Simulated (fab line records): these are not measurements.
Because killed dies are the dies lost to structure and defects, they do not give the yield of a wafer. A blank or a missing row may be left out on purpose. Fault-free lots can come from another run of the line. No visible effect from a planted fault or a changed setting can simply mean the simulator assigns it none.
Matching of chambers | flow nandHarc | pecvd-03 running NHARC_P_M1_PRE_CLEAN_32: 3 sister chambers
The step time 12 s. 6 wafers are shown with their chamber, then 12 later ones without.

## WAFERS WITH THEIR CHAMBER
wafer  | chamber | heaterPowerW (W) | heaterPowerOuterW (W)
L084.4 | 2       | 525              | 278
L087.1 | 0       | 649              | 390
L087.4 | 2       | 539              | 302
L090.3 | 1       | 614              | 358
L090.5 | 1       | 606              | 360
L090.6 | 0       | 652              | 411

## WAFERS WITH NO CHAMBER GIVEN
wafer  | heaterPowerW (W) | heaterPowerOuterW (W)
L089.1 | 613              | 346
L089.2 | 504              | 273
L089.5 | 595              | 346
L092.2 | 527              | 291
L092.3 | 692              | 436
L092.6 | 519              | 288
L091.1 | 542              | 291
L091.4 | 607              | 361
L091.6 | 535              | 304
L094.1 | 513              | 288
L094.3 | 653              | 384
L094.4 | 511              | 286

## EACH ONE'S CHAMBER
wafer  | from the rows above | in truth
L089.1 | 1                   | 1
L089.2 | 2                   | 2
L089.5 | 1                   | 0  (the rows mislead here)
L092.2 | 2                   | 2
L092.3 | 0                   | 0
L092.6 | 2                   | 2
L091.1 | 2                   | 2
L091.4 | 1                   | 1
L091.6 | 2                   | 2
L094.1 | 2                   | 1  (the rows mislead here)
L094.3 | 0                   | 0
L094.4 | 2                   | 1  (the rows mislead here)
9 of 12 placed correctly. Can't be placed from these rows: 0. Wrongly placed: 3.
How it was worked out, from the rows above alone: a wafer's distance from a chamber is the root of the sum, over the readings, of the square of ((its reading less the chamber's mean) divided by the reading's scatter). If the next closest chamber is less than 2 further off than the closest, the wafer can't be placed; otherwise it belongs to the closest. The mean given for a chamber averages the wafers shown for that chamber. The scatter is the square root of a quotient: the sum, over the shown wafers, of each reading's squared deviation from its chamber's mean, divided by wafers minus chambers.
